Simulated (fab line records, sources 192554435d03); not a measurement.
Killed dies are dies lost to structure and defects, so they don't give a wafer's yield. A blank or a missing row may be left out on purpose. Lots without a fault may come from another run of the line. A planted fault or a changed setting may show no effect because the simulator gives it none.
fab line records | flow n5_finfet | part 2 of 2: steps 24 to 32 of 32
record lots=5 wafers=15 last_day=18
route steps=1938 shown BEOL_M9@1423
lots that met no fault: from a run of the same line without faults
start_h: hours from the record's first day to the start of the lot's first wafer shown | wait_h: hours since the lot's step before | " the same as in the row above | L1.1+2: a row that stands for several wafers | - no value, or no start given | * or withheld: withheld | < > ~ a bound
route shown NAME@n: a module of which the file shows steps, and the number in the route of the first | usual: mean/standard deviation of fault-free wafers | same: alike in all rows | chamber/n: place in a boat | sites: the reading at each site | _std_site: their standard deviation | _edge_site: outer sites' mean less inner sites' | radius_mm: how far each site lies from the wafer's centre | mask NAME#n: copy n | behind: the tool/chamber that last shaped the wafer | hold: why the lot was held/for how many hours/how that ended | device: the transistor (n, p or np) that didn't switch | end of line: the same wafers' tests at the end of the route | a step without rows: its recipe alone | killed: dies lost to structure and defects at the first sort, not the wafer's yield | map: a wafer's dies, x killed, . not, _ none there
set.NAME: the setting as run; set.NAME@STEP: as run at that earlier step | model.NAME: the simulator's own value behind a step, which no gauge read
lots at some steps of the route; a table a step, a row a wafer
services: from which hour (start_h, from the record's first day; less than 0 if before it) a tool's chamber was out of use, for how many hours, and why
## steps
# step N5_BEOL_M9_TRENCH_ETCH_37
# recipe chemistry=C4F6/O2 target_depth_a=1514.3 target=SiCOH_lowk time_s=49 ion_energy_ev=250 pressure_mtorr=30 source_w=345 bias_w=185 Ar_flow_sccm=300 C4F6_flow_sccm=10 O2_flow_sccm=10
# usual drypump_motor_current_A=5.8/0.72 oes_product_au=0.75/0.056 rf_vpp_V=668/15 showerhead_plenum_p_Torr=2.82/0.073 throttle_valve_pct=20.81/0.17
# columns lot.wafer tool chamber start_h wait_h drypump_motor_current_A oes_product_au rf_hours_counter_h rf_vpp_V showerhead_plenum_p_Torr throttle_valve_pct
L075.1 rie_diel-01 3 - - 6.4 0.85 51 650 2.79 20.90
L075.2 " 0 " " 5.6 0.79 132 665 2.87 21.09
L075.6 " 0 " " 5.6 0.79 - 666 2.87 21.07
L077.1 rie_diel-03 3 - - 6.5 0.72 216 645 2.79 20.85
L077.2 " 1 " " 5.3 0.83 58 653 2.89 20.47
L077.5 " 0 " " 6.4 0.78 - 663 2.84 20.61
L079.3 rie_diel-01 0 - - 5.6 0.79 140 665 2.87 21.09
L079.5 " 1 " " 4.9 0.69 - 674 2.71 20.97
L079.6 " 0 " " 5.6 0.79 - 666 2.87 21.09
L081.1 rie_diel-04 1 - - 4.7 0.72 182 675 2.94 20.78
L081.3 " 0 " " 5.4 0.71 211 686 2.91 20.76
L081.5 " 2 " " 6.5 0.85 - 681 2.78 20.60
L097.2 rie_diel-04 2 - - 6.5 0.80 74 681 2.76 20.66
L097.3 " 1 " " 4.7 0.70 210 673 2.93 20.81
L097.4 " 0 " " 5.4 0.69 239 684 2.90 20.79
# step N5_BEOL_M9_ETCH_41
# recipe chemistry=CH3F/O2 target=SiCN target_depth_a=366 taper_deg=2 time_s=70.1 ion_energy_ev=120 mask_material=TiN pressure_mtorr=30 source_w=395 bias_w=75 Ar_flow_sccm=150 CH3F_flow_sccm=30 O2_flow_sccm=20
# usual drypump_motor_current_A=5.8/0.72 oes_product_au=0.75/0.056 rf_vpp_V=296.9/1.4 showerhead_plenum_p_Torr=1.98/0.055 throttle_valve_pct=16.24/0.17
# columns lot.wafer tool chamber start_h wait_h drypump_motor_current_A oes_product_au rf_hours_counter_h rf_vpp_V showerhead_plenum_p_Torr throttle_valve_pct
L075.1 rie_diel-01 3 - - 6.4 0.85 51 296.0 1.96 16.22
L075.2 " 0 " " 5.6 0.80 132 295.6 2.02 16.44
L075.6 " 0 " " 5.6 0.79 - 297.0 2.02 16.44
L077.1 rie_diel-03 3 - - 6.4 0.72 216 298.7 1.96 16.33
L077.2 " 1 " " 5.3 0.82 58 298.8 2.03 15.87
L077.5 " 0 " " 6.4 0.77 - 297.5 2.00 16.06
L079.3 rie_diel-01 0 - - 5.6 0.79 140 298.1 2.02 16.46
L079.5 " 1 " " 4.9 0.69 - 295.5 1.90 16.42
L079.6 " 0 " " 5.6 0.79 - 297.1 2.02 16.47
L081.1 rie_diel-04 1 - - 4.7 0.72 182 298.8 2.07 16.23
L081.3 " 0 " " 5.4 0.71 211 299.5 2.05 16.28
L081.5 " 2 " " 6.5 0.85 - 295.5 1.95 16.02
L097.2 rie_diel-04 2 - - 6.4 0.81 74 295.6 1.94 16.07
L097.3 " 1 " " 4.7 0.70 210 298.9 2.06 16.28
L097.4 " 0 " " 5.4 0.69 239 298.5 2.04 16.32
# step N5_BEOL_M9_STRIP_80
# recipe chemistry=N2/H2 time_s=10 power_w=450 temp_c=40 pressure_mtorr=20 rf_frequency_hz=6e+07 bias_power_w=7 n2_flow_sccm=200 h2_flow_sccm=200
# usual drypump_motor_current_A=5.8/0.72 oes_product_au=0.76/0.056 rf_vpp_V=59.1/0.89 showerhead_plenum_p_Torr=2.51/0.078 throttle_valve_pct=23.52/0.26
# columns lot.wafer tool chamber start_h wait_h drypump_motor_current_A oes_product_au rf_hours_counter_h rf_vpp_V showerhead_plenum_p_Torr throttle_valve_pct
L075.1 rie_diel-01 3 - - 6.4 0.85 51 59.5 2.48 23.61
L075.2 " 0 " " 5.6 0.80 132 58.5 2.55 23.44
L075.6 " 0 " " 5.6 0.79 - 60.9 2.55 23.45
L077.1 rie_diel-03 3 - - 6.4 0.72 216 59.3 2.52 23.85
L077.2 " 1 " " 5.4 0.84 58 61.1 2.57 22.92
L077.5 " 0 " " 6.4 0.79 - 60.0 2.56 23.56
L079.3 rie_diel-01 0 - - 5.6 0.79 140 58.3 2.55 23.46
L079.5 " 1 " " 4.9 0.68 - 59.3 2.39 23.71
L079.6 " 0 " " 5.6 0.78 - 58.5 2.55 23.47
L081.1 rie_diel-04 1 - - 4.7 0.72 182 59.9 2.65 23.71
L081.3 " 0 " " 5.4 0.71 211 59.5 2.63 23.48
L081.5 " 2 " " 6.5 0.85 - 60.4 2.46 23.06
L097.2 rie_diel-04 2 - - 6.5 0.81 74 59.2 2.45 23.10
L097.3 " 1 " " 4.7 0.70 210 58.3 2.63 23.76
L097.4 " 0 " " 5.4 0.70 239 60.0 2.62 23.51
# step N5_BEOL_M9_OCD_MEAS_38
# usual trench_depth_nm=148.8/2.9
# columns lot.wafer tool chamber start_h wait_h trench_depth_nm
L075.1 ocd-02 - 223.34 - 147.8
L075.2 " - " " 153.4
L075.6 " - " " 152.2
L077.1 ocd-02 - 232.10 - 153.9
L077.2 " - " " 150.6
L077.5 " - " " 146.3
L079.3 ocd-02 - 249.96 - 155.0
L079.5 " - " " 147.5
L079.6 " - " " 154.5
L081.1 ocd-02 - 259.95 - 151.0
L081.3 " - " " 149.2
L081.5 " - " " 149.5
L097.2 ocd-02 - 373.07 - 150.0
L097.3 " - " " 150.4
L097.4 " - " " 148.0
# step N5_BEOL_M9_HM_STRIP_39
# recipe chemistry=peroxide_tin_strip material=TiN target_depth_a=250 temp_c=50 time_s=158
# columns lot.wafer tool chamber start_h wait_h
L075.1+2+6 wet_bench-02 4,3,0 223.37 0.0
L077.1+2+5 wet_bench-05 1,7,2 232.13 0.0
L079.3+5+6 wet_bench-02 4,5,2 249.98 0.0
L081.1+3+5 wet_bench-06 3,2,6 259.99 0.0
L097.2+3+4 wet_bench-05 5,6,2 373.10 0.0
# step N5_BEOL_M9_SRD_40
# recipe time_s=30 temp_c=23 rinse_liquid=diw dry=ipa_marangoni
# columns lot.wafer tool chamber start_h wait_h
L075.1+2+6 wet_bench-02 4,3,0 223.42 0.0
L077.1+2+5 wet_bench-05 1,7,2 232.18 0.0
L079.3+5+6 wet_bench-02 4,5,2 250.03 0.0
L081.1+3+5 wet_bench-06 3,2,6 260.03 0.0
L097.2+3+4 wet_bench-05 5,6,2 373.15 0.0
# step N5_BEOL_M9_PRECLEAN_42
# recipe chemistry=residue_remover time_s=60 temp_c=40
# columns lot.wafer tool chamber start_h wait_h
L075.1+2+6 wet_bench-02 4,3,0 223.43 0.0
L077.1+2+5 wet_bench-05 1,7,2 232.19 0.0
L079.3+5+6 wet_bench-02 4,5,2 250.05 0.0
L081.1+3+5 wet_bench-06 3,2,6 260.05 0.0
L097.2+3+4 wet_bench-05 5,6,2 373.16 0.0
# step N5_BEOL_M9_SRD_43
# recipe time_s=30 temp_c=23 rinse_liquid=diw dry=ipa_marangoni
# columns lot.wafer tool chamber start_h wait_h
L075.1+2+6 wet_bench-02 4,3,0 223.45 0.0
L077.1+2+5 wet_bench-05 1,7,2 232.21 0.0
L079.3+5+6 wet_bench-02 4,5,2 250.06 0.0
L081.1+3+5 wet_bench-06 3,2,6 260.07 0.0
L097.2+3+4 wet_bench-05 5,6,2 373.18 0.0
# step N5_BEOL_M9_CD_MEAS_35
# recipe target_cd_nm=70 target_cd_y_nm=40 polarity=opening
# usual cd_nm=69.6/0.6
# columns lot.wafer tool chamber start_h wait_h cd_nm
L075.1 cd_sem-02 - 223.49 0.0 70.1
L075.2 " - " " 69.9
L075.6 " - " " 69.7
L077.1 cd_sem-01 - 232.25 0.0 69.4
L077.2 " - " " 70.2
L077.5 " - " " 69.5
L079.3 cd_sem-02 - 250.11 0.0 69.4
L079.5 " - " " 70.5
L079.6 " - " " 69.7
L081.1 cd_sem-01 - 260.11 0.0 69.2
L081.3 " - " " 70.2
L081.5 " - " " 69.6
L097.2 cd_sem-03 - 373.22 0.0 69.2
L097.3 " - " " 69.1
L097.4 " - " " 68.2
## services
# columns tool chamber start_h hours kind
euv_scanner-01 - 197.81 1.0 pm
euv_scanner-01 - 199.14 5.8 pm
rie_diel-01 3 199.51 13.7 repair
wet_bench-05 - 200.86 20.7 repair
rie_diel-01 1 203.97 4.9 repair
euv_scanner-02 - 205.96 2.1 repair
rie_diel-01 3 233.71 4.6 repair
euv_scanner-01 - 238.58 12.0 pm
euv_scanner-02 - 244.11 1.1 repair
rie_diel-03 - 247.81 0.9 repair
euv_scanner-02 - 250.58 1.0 pm
euv_scanner-02 - 257.71 4.6 pm
euv_scanner-02 - 271.80 10.0 repair
rie_diel-03 1 292.57 11.4 repair
euv_scanner-02 - 302.83 1.0 pm
rie_diel-04 - 307.34 1.1 repair
rie_diel-03 3 329.30 4.3 repair
rie_diel-04 3 332.64 7.5 repair
rie_diel-04 0 334.08 6.7 repair
rie_diel-03 3 348.00 1.3 repair
euv_scanner-02 - 359.00 1.0 pm
wet_bench-06 - 359.50 3.6 repair
wet_bench-02 - 367.10 0.6 repair
euv_scanner-02 - 371.04 5.8 pm
